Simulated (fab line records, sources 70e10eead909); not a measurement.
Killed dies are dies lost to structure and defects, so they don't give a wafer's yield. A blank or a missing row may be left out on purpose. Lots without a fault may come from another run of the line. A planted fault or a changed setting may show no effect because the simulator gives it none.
Which tool did it? | flow nand_harc | 15 lots, 45 wafers sampled, at 2 steps of a route of 1302

WHAT THE GAUGES READ, wafer by wafer
NHARC_A_CONTACT_INSPECT_23.
lot  | measured     | on                | raw_defect_count
L577 | day 22 21:43 | defect_inspect-02 | 477 399 414
L576 | day 22 22:41 | defect_inspect-01 | 536 437 390
L578 | day 23 14:24 | defect_inspect-02 | 410 593 598
L580 | day 23 15:00 | defect_inspect-02 | 775 620 434
L579 | day 24 06:35 | defect_inspect-02 | 395 429 315
L589 | day 27 23:37 | defect_inspect-02 | 533 383 521
L591 | day 28 12:50 | defect_inspect-02 | 498 521 690
L593 | day 28 14:04 | defect_inspect-02 | 630 410 363
L592 | day 28 19:02 | defect_inspect-02 | 374 355 410
L590 | day 28 23:14 | defect_inspect-02 | 513 449 499
L594 | day 29 17:31 | defect_inspect-01 | 351 694 748
L595 | day 30 00:38 | defect_inspect-02 | 534 607 591
L597 | day 30 17:08 | defect_inspect-02 | 476 465 462
L596 | day 30 17:35 | defect_inspect-02 | 329 383 368
L598 | day 31 05:23 | defect_inspect-01 | 342 427 488

NHARC_A_BLC_OVL_MEAS_11.
lot  | measured     | on         | overlay_x_nm (nm) | overlay_y_nm (nm)
L577 | day 22 22:11 | overlay-02 | -1.3 -1.1 -1.6    | -1.7 -1.5 -1.8
L576 | day 22 23:17 | overlay-02 | 0.3 0.8 0.9       | 0.8 1.1 1.1
L578 | day 23 14:52 | overlay-01 | -0.1 -0.1 -0.1    | -0.9 -0.9 -1.0
L580 | day 23 15:36 | overlay-02 | 0.2 0.5 0.0       | 0.1 0.8 0.2
L579 | day 24 07:10 | overlay-02 | 1.6 1.9 1.5       | 1.2 1.3 0.8
L589 | day 28 00:05 | overlay-01 | 0.8 0.4 1.0       | 1.1 0.8 0.7
L591 | day 28 13:26 | overlay-01 | -1.4 -1.4 -1.5    | 0.0 -0.1 -0.6
L593 | day 28 14:32 | overlay-02 | -0.6 -1.2 -0.4    | 0.4 1.1 1.1
L592 | day 28 19:38 | overlay-01 | -0.5 -0.9 -0.9    | -1.5 -0.6 -0.5
L590 | day 28 23:42 | overlay-02 | 0.9 0.5 0.5       | 1.0 0.3 0.4
L594 | day 29 17:59 | overlay-01 | 1.8 1.6 1.5       | -1.0 -0.8 -1.0
L595 | day 30 01:14 | overlay-01 | 1.3 1.5 1.5       | 0.3 -0.3 -0.3
L597 | day 30 17:44 | overlay-02 | 0.8 0.6 0.5       | -0.7 -0.7 -0.2
L596 | day 30 18:11 | overlay-02 | 0.8 0.6 0.4       | 1.0 0.2 1.1
L598 | day 31 05:52 | overlay-01 | 1.1 0.4 0.5       | 0.0 0.6 0.0

WHICH TOOL RAN EACH LOT (tool, then ch and the chambers of the sampled wafers, then the start)
The record holds no process step before these readings.

WHAT THE TOOLS THEMSELVES READ (means of the sampled wafers that have a number; where no wafer has one, the mark that the record gives instead)
The record holds no such reading with a usual standard deviation.

THE ANSWER, worked out from the rows above alone
Rule: what is usual is taken from the lots themselves. Put in order of their means at a reading, lots are off if they are a third of the lots or fewer, leave a main group of 4 or more, and stand apart from it by a gap of 3 or more times the standard deviation of the main group's means; of several such gaps the widest counts. A main group whose means are all the same, to the digits that the tables above print for the reading, isn't used. A lot without any number at a reading at which 4 lots or more have one is off too. The other lots that the step has rows for count as sound. The gauges are gone through in route order, then the tools' own readings, and for those a lot's mean is taken as printed above. The first step at which some lot is off is used, and at that step the reading that is off furthest; a lot without a number counts as furthest.
No lot is off at any reading shown: from this, nothing can be told.

WHAT THE SIMULATOR HAD PUT IN
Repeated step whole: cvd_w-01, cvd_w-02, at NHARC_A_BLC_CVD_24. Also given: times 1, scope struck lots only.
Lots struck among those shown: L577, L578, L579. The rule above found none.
